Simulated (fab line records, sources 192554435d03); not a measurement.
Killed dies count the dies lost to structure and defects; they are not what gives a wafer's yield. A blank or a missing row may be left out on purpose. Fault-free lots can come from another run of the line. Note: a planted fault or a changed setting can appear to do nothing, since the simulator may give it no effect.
Chamber matching :: flow n5-finfet :: 3 sister chambers for N5_BEOL_M4_PRE_CLEAN_60 on cvd-co-02
The step time 15 s. 6 wafers are shown with their chamber, then 7 later ones without.

WAFERS, EACH WITH ITS CHAMBER
wafer: L903.1
chamber: 2
heater-power-w (W): 120

wafer: L903.6
chamber: 1
heater-power-w (W): 90

wafer: L909.1
chamber: 0
heater-power-w (W): 102

wafer: L909.2
chamber: 2
heater-power-w (W): 122

wafer: L909.6
chamber: 0
heater-power-w (W): 102

wafer: L912.2
chamber: 1
heater-power-w (W): 77

WAFERS MISSING THEIR CHAMBER
wafer: L912.6
heater-power-w (W): 80

wafer: L917.1
heater-power-w (W): 107

wafer: L917.3
heater-power-w (W): 120

wafer: L917.6
heater-power-w (W): 78

wafer: L919.2
heater-power-w (W): 105

wafer: L919.3
heater-power-w (W): 77

wafer: L919.6
heater-power-w (W): 103

WHICH CHAMBER EACH WENT THROUGH
wafer: L912.6
from the rows above: 1
in truth: 1

wafer: L917.1
from the rows above: can't be placed: 0 or 2
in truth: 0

wafer: L917.3
from the rows above: 2
in truth: 2

wafer: L917.6
from the rows above: 1
in truth: 1

wafer: L919.2
from the rows above: 0
in truth: 0

wafer: L919.3
from the rows above: 1
in truth: 1

wafer: L919.6
from the rows above: 0
in truth: 0
6 of 7 placed correctly. These rows do not allow placing 1 (true chamber among the candidates in 1). Placed wrongly: 0.
How it was worked out, from the rows above alone: a wafer's distance from a chamber is the root of the sum, over the readings, of the square of ((its reading less the chamber's mean) divided by the reading's scatter). The wafer belongs to the nearest chamber; if the next one is less than 2 further off, it can't be placed. A chamber's mean is the mean of its shown wafers. How the scatter is found: for the shown wafers, subtract from each reading the mean of its chamber, square and add these, divide the total by (wafers less chambers), then take the root.
